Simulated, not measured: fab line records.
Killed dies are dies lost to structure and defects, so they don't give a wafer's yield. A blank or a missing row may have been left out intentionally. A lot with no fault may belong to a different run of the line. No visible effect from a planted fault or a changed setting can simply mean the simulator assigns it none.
Split-lot experiment    flow n5-finfet    39 wafers read from 7 lots, route of 1938 steps

== ON THE SPLIT ==
At N5_MOL_CONTACT_COAG_ETCH_91 (etches SOC in N2/H2, target depth 60 nm, overetch 21 nm, time 101.2 s), the setting time-s was moved away from the recipe's 101.2 s on 15 of the 39 wafers read, by -9.3% to +23.9%. The other wafers ran this setting at the recipe's value.

The reading is taken at the split's own step.

== THE READING ==
SiARC_of_MOL_CONTACT_COAG_COAT_76.thk-nm (the simulator's own value, which no gauge read), in nm, at N5_MOL_CONTACT_COAG_ETCH_91 (etches SOC in N2/H2, target depth 60 nm, overetch 21 nm, time 101.2 s). The file gives no usual value for it. The 24 wafers here that ran the recipe average 5.9 nm, standard deviation 0.12 nm.

wafer   tool, chamber at the split  time-s as run, s  against the recipe  SiARC_of_MOL_CONTACT_COAG_COAT_76.thk-nm, nm  against lot-mates on the recipe
L081.1  rie-diel-04, 3,2,3          120.2             +18.8%              5                                             -0.9
L081.2  rie-diel-04, 3,2,3          120.2             +18.8%              5                                             -0.9
L081.6  rie-diel-04, 3,2,3          120.2             +18.8%              5                                             -0.9
L081.3  rie-diel-04, 1              101.2             recipe              5.8                                           -
L081.4  rie-diel-04, 0              101.2             recipe              6                                             -
L081.5  rie-diel-04, 0              101.2             recipe              6                                             -
L083.1  rie-diel-01, 3              124.2             +22.7%              4.8                                           -0.9
L083.2  rie-diel-01, 0              101.2             recipe              6                                             -
L083.3  rie-diel-01, 1              124.2             +22.7%              4.6                                           -1.1
L083.4  rie-diel-01, 2,1            101.2             recipe              5.6                                           -
L083.6  rie-diel-01, 2,1            101.2             recipe              5.6                                           -
L083.5  rie-diel-01, 0              124.2             +22.7%              5                                             -0.7
L084.1  rie-diel-04, 3,1            91.83             -9.3%               6.2                                           +0.3
L084.3  rie-diel-04, 3,1            91.83             -9.3%               6.2                                           +0.3
L084.2  rie-diel-04, 0              91.83             -9.3%               6.4                                           +0.5
L084.4  rie-diel-04, 2              101.2             recipe              5.8                                           -
L084.5  rie-diel-04, 2              101.2             recipe              5.8                                           -
L084.6  rie-diel-04, 3              101.2             recipe              6                                             -
L085.1  rie-diel-03, 2              125.4             +23.9%              4.8                                           -1.1
L085.2  rie-diel-03, 0,1            125.4             +23.9%              5                                             -0.9
L085.5  rie-diel-03, 0,1            125.4             +23.9%              5                                             -0.9
L085.3  rie-diel-03, 3              101.2             recipe              6                                             -
L085.4  rie-diel-03, 1,2            101.2             recipe              5.8                                           -
L085.6  rie-diel-03, 1,2            101.2             recipe              5.8                                           -
L087.3  rie-diel-01, 3              101.2             recipe              5.8                                           -
L087.4  rie-diel-01, 0              101.2             recipe              6                                             -
L087.6  rie-diel-01, 0              101.2             recipe              6                                             -
L088.1  rie-diel-01, 2,3,1,3        101.2             recipe              5.8                                           -
L088.2  rie-diel-01, 2,3,1,3        101.2             recipe              5.8                                           -
L088.4  rie-diel-01, 2,3,1,3        101.2             recipe              5.8                                           -
L088.5  rie-diel-01, 2,3,1,3        101.2             recipe              5.8                                           -
L088.3  rie-diel-01, 0              101.2             recipe              6                                             -
L088.6  rie-diel-01, 0              101.2             recipe              6                                             -
L096.1  rie-diel-03, 3,0,0          112.6             +11.3%              5.4                                           -0.5
L096.4  rie-diel-03, 3,0,0          112.6             +11.3%              5.4                                           -0.5
L096.6  rie-diel-03, 3,0,0          112.6             +11.3%              5.4                                           -0.5
L096.2  rie-diel-03, 1              101.2             recipe              6                                             -
L096.3  rie-diel-03, 2,3            101.2             recipe              5.8                                           -
L096.5  rie-diel-03, 2,3            101.2             recipe              5.8                                           -
Where a row lists several chambers, the file gives one row for several wafers and doesn't say which wafer went through which chamber.

FIT RESULTS
A straight line over all 39 wafers: SiARC_of_MOL_CONTACT_COAG_COAT_76.thk-nm changes by -0.0434 nm for each +1% of time-s; r = -0.96; the points scatter about the line by 0.12 nm.
The same after taking each lot's own level away (the mean of its wafers on the recipe; 39 wafers): -0.0423 nm for each +1%; r = -0.97; scatter 0.12 nm.
According to that fit, moving time-s by its largest amount changes the reading by 1 nm.
Measured against the standard deviation above, the lots' own levels, which go from 5.73 to 5.93 nm, span 1.6 times it.
Consequently the slope shifts little with the lot-to-lot level, the two slopes agreeing.
Check: with one of the wafers moved furthest among these (+23.9%) left out of the fit, the line predicts -1.01 nm for it against its lot-mates. It came out at -1.07 nm against them.

== FURTHER SPLITS ON THESE WAFERS ==
Note: prior to the reading, these wafers also went through further splits. Each is held against what the fit with the lots' levels taken away leaves over:
other split on the same wafers                wafers away from the commonest value  r with SiARC_of_MOL_CONTACT_COAG_COAT_76.thk-nm (lot level and that fit taken away)
N5_WELL_APT_EPI_41 target-thk-a               12                                    +0.16
N5_PMOS_HMC_CHANNEL_EPI_FIN_RECESS_16 time-s  18                                    -0.19
N5_DUMMY_GATE_ETCH_37 source-w                15                                    +0.08
N5_DUMMY_GATE_ETCH_32 time-s                  15                                    +0.14

== THE FILE'S OWN FIT ==
SiARC_of_MOL_CONTACT_COAG_COAT_76.thk-nm changes by -0.0423 nm for each +1% of time-s, r = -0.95.
